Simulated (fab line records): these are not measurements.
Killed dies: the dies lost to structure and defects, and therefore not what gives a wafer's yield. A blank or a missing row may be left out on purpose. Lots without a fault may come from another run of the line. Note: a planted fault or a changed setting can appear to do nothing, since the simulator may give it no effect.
A lot that was struck, set against a sound lot -- flow n5Finfet -- 14 out of 1938 route steps
Sound: the wafers L539.2, L539.3, L539.6. Struck: wafer L528.3; the same lot's L528.5 was not struck, so it is left out; see the end for the cause.
Order at every step that has rows: each side's tool, ch and its chambers, its first start. Under that, the readings that differ: sound wafers -- struck wafers -- difference of the means -- sigmas: that difference in standard deviations of wafers without a fault.
alike: readings with means less than 2 such deviations apart, plus words and numbers identical on both sides. not compared: withheld readings, readings lacking a value on some wafer, bounds such as >300 that could conceal the same value, and numbers that have no deviation in the record and whose values overlap.
A row with sigmas, a row that says differs or no value, or rows on one side alone: a step with any of these is where the two part. Numbers that have no deviation but don't overlap get no sigmas and don't part them. A reading missing from all wafers of one side parts the sides only when that side holds two or more wafers.

first, 4 steps without rows for these wafers: N5_HKMG_FIN_ALD_72 (deposits W, target thk 2 nm, pulse time 1 s, purge time 2 s); N5_HKMG_FIN_W_FILL_22 (material W, target thk 60 nm, time 18.2 s); N5_HKMG_FIN_PRECLEAN_83 (cleans in DIW, time 57.5 s); N5_HKMG_FIN_SRD_84 (dry time 32 s).
N5_HKMG_FIN_CMP_23: polishes, stops on SiNx, t overpolish 10 s, target thk 46.326 nm.
  sound on cmp-02 ch 2,3, day 9 15:38; struck on cmp-04 ch 0, day 6 21:08
  alike: motorCurrentA, overpolishRunS, timeToEndpointS
then, 1 step without rows for these wafers: N5_HKMG_FIN_CMP_94 (polishes, stops on SiNx, t overpolish 4.7 s, target thk 43.299 nm).
N5_HKMG_FIN_INSPECT_28: inspects for defects (darkfield).
  sound on defectInspect-02 at day 9 16:16; struck on defectInspect-02 at day 6 21:50
  alike: rawDefectCount
N5_GATE_CUT_ETCHBACK_00: etches W in SF6/Cl2.
  sound on rieMetal-03 ch 0,1, day 9 16:19; struck on rieMetal-03 ch 1, day 6 21:55
  alike: SF6_flow_sccm, drypumpMotorCurrentA, oesProductAu, throttleValvePct
  not compared: rfHoursCounterH
N5_GATE_CUT_ETCH_56: etches TiN in Cl2/Ar, target depth 21.6 nm.
  sound on rieMetal-03 ch 0,1, day 9 16:26; struck on rieMetal-03 ch 1, day 6 22:01
  alike: drypumpMotorCurrentA, oesProductAu, throttleValvePct
  not compared: rfHoursCounterH
N5_GATE_CUT_ETCHBACK_30: etches TiN in Cl2/Ar, target depth 3 nm.
  sound on rieMetal-03 ch 0,1, day 9 16:31; struck on rieMetal-03 ch 1, day 6 22:05
  alike: drypumpMotorCurrentA, oesProductAu, throttleValvePct
  not compared: rfHoursCounterH
then, 1 step without rows for these wafers: N5_GATE_CUT_VAPOR_ETCH_60 (etches HfO2 in BCl3/Cl2).
N5_GATE_CUT_ETCH_58: etches SiNx in CH3F/O2, target depth 17 nm, time 128.6 s.
  sound on rieDiel-03 ch 1,3, day 9 16:36; struck on rieDiel-01 ch 1, day 6 22:10
reading,sound,struck,difference,sigmas
oesProductAu (a.u.),0.94 0.73 0.72,1.01,+0.21,+3
rfVppV (V),102.2 97.1 97.5,101.1,+2.2,+2
model.etch.depthNm (nm),17.55 16.62 16.58,26.05,+9.13,
model.SiNx_of_SDB_ALD_29.thkNm (nm),24.6 24.4 24.6,23,-2,
  alike: drypumpMotorCurrentA, showerheadPlenumPTorr, throttleValvePct
  not compared: rfHoursCounterH
N5_GATE_CUT_STRIP_59: strips in N2/H2, time 20 s.
  sound on rieDiel-03 ch 1,3, day 9 16:42; struck on rieDiel-01 ch 1, day 6 22:16
  alike: drypumpMotorCurrentA, n2FlowSccm, oesProductAu, rfVppV, showerheadPlenumPTorr, throttleValvePct
  not compared: rfHoursCounterH
after that, 1 step had no rows for these wafers: N5_PASSIVATION_PROBE_49.

WHERE THEY PART
Within this record, at N5_GATE_CUT_ETCH_58 only. Later steps at which nothing parts them and some readings are alike: N5_GATE_CUT_STRIP_59.

WHY: what had been put in by the simulator
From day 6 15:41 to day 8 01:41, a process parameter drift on rieDiel-01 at N5_GATE_CUT_ETCH_58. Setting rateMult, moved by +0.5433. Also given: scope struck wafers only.
